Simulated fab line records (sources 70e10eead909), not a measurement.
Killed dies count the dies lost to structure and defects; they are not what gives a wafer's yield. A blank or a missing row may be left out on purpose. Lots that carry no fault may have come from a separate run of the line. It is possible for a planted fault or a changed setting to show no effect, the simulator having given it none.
One fault through the eyes of 3 desks / flow nand-harc / each desk has only its own numbers; what lay behind them comes last

TOOL OWNER'S DESK, pvd-sputter-03
The tool's own readings at NHARC_P_BONDPAD_PVD_27 (deposits Cu, target thk 30 nm, time 20.49 s): means of the sampled wafers that have a number, for each lot that ran on this tool. If a lot's mean is further than 4 standard deviations from the usual mean, the lot is out of limits and carries the mark OUT (the distance appears in the brackets).
Columns: A = throttle-valve-pct at NHARC_P_BONDPAD_PVD_27, usual 30.6 %
lot=L932; first seen here=day 6 13:13; A=30.5
lot=L933; first seen here=day 7 02:23; A=30.9
lot=L935; first seen here=day 7 03:56; A=31.6
lot=L947; first seen here=day 10 08:38; A=30.7
lot=L948; first seen here=day 10 09:49; A=31.5
lot=L949; first seen here=day 10 20:07; A=31.1
lot=L954; first seen here=day 11 21:18; A=30.9
This desk found nothing out of limits on any of the 7 lots.

THE DEFECT DESK
Inspection counts along the route, by lot: the mean over sampled wafers that carry a number. If a lot's mean is further than 4 standard deviations from the usual mean, the lot is out of limits and carries the mark OUT (the distance appears in the brackets).
Columns: A = raw-defect-count at NHARC_A_BONDPAD_INSPECT_23, usual 501
lot=L932; first seen here=day 18 04:38; A=570
lot=L935; first seen here=day 18 14:34; A=556
lot=L933; first seen here=day 18 16:35; A=450
lot=L946; first seen here=day 21 00:56; A=389
lot=L945; first seen here=day 21 09:38; A=639
lot=L948; first seen here=day 21 16:14; A=493
lot=L947; first seen here=day 21 17:02; A=447
lot=L949; first seen here=day 22 07:31; A=423
lot=L950; first seen here=day 22 12:55; A=427
lot=L953; first seen here=day 23 07:11; A=376
lot=L952; first seen here=day 23 08:01; A=447
lot=L954; first seen here=day 23 10:48; A=337
This desk found nothing out of limits on any of the 12 lots.

METROLOGY DESK
Lot by lot, what the gauges showed, no matter which tool ran the lot: averages of those sampled wafers that carry a number. If a lot's mean is further than 4 standard deviations from the usual mean, the lot is out of limits and carries the mark OUT (the distance appears in the brackets).
Columns: A = thk-nm at NHARC_THIN_TSV_THK_MEAS_02, usual 3004 nm
lot=L932; first seen here=day 18 16:12; A=3145
lot=L935; first seen here=day 19 03:49; A=3192
lot=L933; first seen here=day 19 06:15; A=2759
lot=L946; first seen here=day 21 13:01; A=3268
lot=L945; first seen here=day 21 22:14; A=3010
lot=L948; first seen here=day 22 03:43; A=3026
lot=L947; first seen here=day 22 04:53; A=3184
lot=L949; first seen here=day 22 20:46; A=2910
lot=L950; first seen here=day 22 21:59; A=3138
lot=L953; first seen here=day 23 21:55; A=2557
lot=L952; first seen here=day 23 23:07; A=2965
lot=L954; first seen here=day 24 00:19; A=2966
This desk found nothing out of limits on any of the 12 lots.

PUT TOGETHER
Nothing out of limits was seen by the tool owner's desk.
No out-of-limits result turned up at the defect desk.
The metrology desk saw nothing out of limits.

WHAT HAD BEEN PUT IN BY THE SIMULATOR
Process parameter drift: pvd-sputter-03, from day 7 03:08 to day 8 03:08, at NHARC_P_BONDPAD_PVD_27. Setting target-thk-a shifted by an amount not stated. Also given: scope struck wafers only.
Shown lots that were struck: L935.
